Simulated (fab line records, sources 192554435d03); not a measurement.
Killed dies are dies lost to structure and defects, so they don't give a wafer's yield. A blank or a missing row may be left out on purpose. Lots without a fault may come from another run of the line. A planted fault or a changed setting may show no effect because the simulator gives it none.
A struck lot beside a sound one | flow n5_finfet | 38 steps out of a route of 1938
Sound: wafers L688.1, L688.3, L688.6. Struck: wafer L687.6. (L687.3 of the same lot was not struck and is left out.) The cause comes at the end.
At each step with rows: each side's tool, then ch and its chambers, then its first start. Under that, the readings that differ: sound wafers | struck wafers | difference of the means | sigmas: that difference in standard deviations of wafers without a fault.
alike: readings whose means differ by less than 2 such deviations, and words and numbers that are the same on both sides. not compared: withheld readings, readings that some wafer has no value for, bounds like >300 that may hide the same value, and numbers for which the record gives no deviation and whose values overlap.
The two part at a step that has a row with sigmas, a row that says differs or no value, or rows on one side only. Numbers that don't overlap but have no deviation are shown without sigmas and don't part them. A reading that every wafer of one side lacks parts them only if that side has two wafers or more.

first, 9 steps without rows for these wafers: N5_BEOL_M4_ANNEAL_95 (time 240 s); N5_BEOL_M4_SPUTTER_96 (material Cu, target thk 4.5 nm, time 8.29 s); N5_BEOL_M4_ECD_50 (material Cu, target thk 300 nm); N5_BEOL_M4_ANNEAL_51 (time 90 s); N5_BEOL_M4_CMP_52 (polishes, stops on SiOC, t overpolish 6.8 s, target thk 40 nm); N5_BEOL_M4_PRE_CLEAN_60 (time 15 s); N5_BEOL_M4_CO_CAP_55 (material Co, precursor CCTBA/H2, target thk 2 nm, time 102.1 s); N5_BEOL_M4_PRE_CLEAN_56 (time 15 s); N5_BEOL_M4_DEP_57 (deposits SiCN from 3MS/NH3, target thk 8 nm, time 14 s).
N5_BEOL_M4_RC_MEAS_101:
  sound on prober-01 ch 0, day 15 23:26; struck on prober-01 ch 0, day 15 08:35
  reading        | sound          | struck | difference | sigmas
  IOFF_P (nA/um) | 0.21 0.18 0.21 | 0.28   | +0.08      | +2
  ION_P (uA/um)  | 469 459 460    | 482    | +19        | +3
  SS_P (mV/dec)  | 72.8 72.0 73.5 | 74.2   | +1.4       | +2
  alike: DIBL_N, DIBL_P, IOFF_N, ION_N, SS_N, VT_N, VT_P
then, 24 steps without rows for these wafers: N5_BEOL_M5_ILD_DEP_00 (deposits SiCOH lowk from DEMS/porogen, target thk 140.64 nm, time 25.9 s); N5_BEOL_M5_CURE_79 (cures SiCOH lowk, time 240 s); N5_BEOL_M5_PECVD_70 (deposits SiO2 from TEOS/O2, target thk 16 nm, time 18 s); N5_BEOL_M5_HM_DEP_02 (deposits TiN, target thk 20 nm); N5_BEOL_M5_COAT_59 (time 60 s, resist thk 60 nm); N5_BEOL_M5_COAT_60 (time 60 s, resist thk 12 nm); N5_BEOL_M5_COAT_71 (time 60 s, resist thk 5 nm); N5_BEOL_M5_COAT_05 (resist thk 30 nm); N5_BEOL_M5_EBR_07; N5_BEOL_M5_SOFTBAKE_06 (time 60 s); N5_BEOL_M5_EXPOSE_08 (exposes mask M5, target cd 28 nm); N5_BEOL_M5_PEB_09 (peb time 60 s); N5_BEOL_M5_DEVELOP_10 (develop time 30 s); N5_BEOL_M5_DESCUM_16 (chemistry O2, time 7 s); N5_BEOL_M5_ETCH_72 (etches underlayer in N2/H2, target depth 6.5 nm, time 5.2 s); N5_BEOL_M5_ETCH_61 (etches SiARC in CF4, target depth 15.6 nm, time 26 s); N5_BEOL_M5_ETCH_62 (etches SOC in N2/H2, target depth 75 nm, overetch 15 nm, time 112.5 s); N5_BEOL_M5_STRIP_63 (strips in N2/H2); N5_BEOL_M5_STRIP_73 (strips in N2/H2); N5_BEOL_M5_STRIP_64 (strips in CF4); N5_BEOL_M5_HM_OPEN_17 (chemistry Cl2/BCl3, target TiN, target depth 20 nm, overetch 6 nm); N5_BEOL_M5_STRIP_19 (strips in O2); N5_BEOL_M5_COAT_65 (time 60 s, resist thk 60 nm); N5_BEOL_M5_COAT_66 (time 60 s, resist thk 12 nm).
-- the record jumps here: 3 days lie between the struck wafers' starts before and after (it left off in module BEOL_M5 and takes up again in module BEOL_M13, whose first step shown is number 1710 of the route) --
N5_BEOL_M13_CMP_49: polishes, stops on SiOC, t overpolish 17.1 s, target thk 420 nm.
  sound on cmp-01 ch 1,2, day 18 22:31; struck on cmp-02 ch 2, day 18 16:09
  reading                      | sound                | struck | difference | sigmas
  barrier_field_endpoint_s (s) | 29.8 31.4 30.0       | 60.5   | +30.1      | +42
  overpolish_run_s (s)         | 17.087 17.094 17.090 | 0.999  | -16.091    | -99 or more
  alike: motor_current_A
N5_BEOL_M13_THK_MEAS_50: measures by xrf.
  sound on film_metro-02, day 18 22:49; struck on film_metro-01, day 18 16:25
  reading      | sound       | struck | difference | sigmas
  M13_THK (nm) | 410 416 417 | 805    | +391       | +55
N5_BEOL_M13_INSPECT_55: inspects for defects (darkfield).
  sound on defect_inspect-02, day 18 22:59; struck on defect_inspect-01, day 18 16:34
  reading          | sound    | struck | difference | sigmas
  raw_defect_count | 45 41 53 | 3216   | +3170      | +99 or more
N5_PASSIVATION_PROBE_49:
  sound on prober-01, day 19 23:55; struck on prober-02, day 19 18:40
  reading                  | sound          | struck | difference | sigmas
  defect_limited_yield (%) | 91.0 92.1 90.6 | 0      | -91        | -76
  killed_at_M0_to_M3       | 28 33 35       | 52     | +20        | +2
  killed_at_M4_up          | 18 10 18       | 1085   | +1070      | +99 or more
  killed_dies              | 106 93 111     | 1180   | +1077      | +77
  killed_on_rim            | 14 16 19       | 152    | +136       | +38
  sort_n_pass              | 1074 1087 1069 | 0      | -1077      | -77
  sort_yield_pct (%)       | 91.0 92.1 90.6 | 0      | -91        | -76
  alike: killed_at_contacts, killed_at_front_end, killed_at_other, killed_open, killed_short, sort_bin_5_function, sort_bin_6_memory

WHERE THEY PART
First at N5_BEOL_M4_RC_MEAS_101; last, within this record, at N5_PASSIVATION_PROBE_49.

WHY: what the simulator had put in
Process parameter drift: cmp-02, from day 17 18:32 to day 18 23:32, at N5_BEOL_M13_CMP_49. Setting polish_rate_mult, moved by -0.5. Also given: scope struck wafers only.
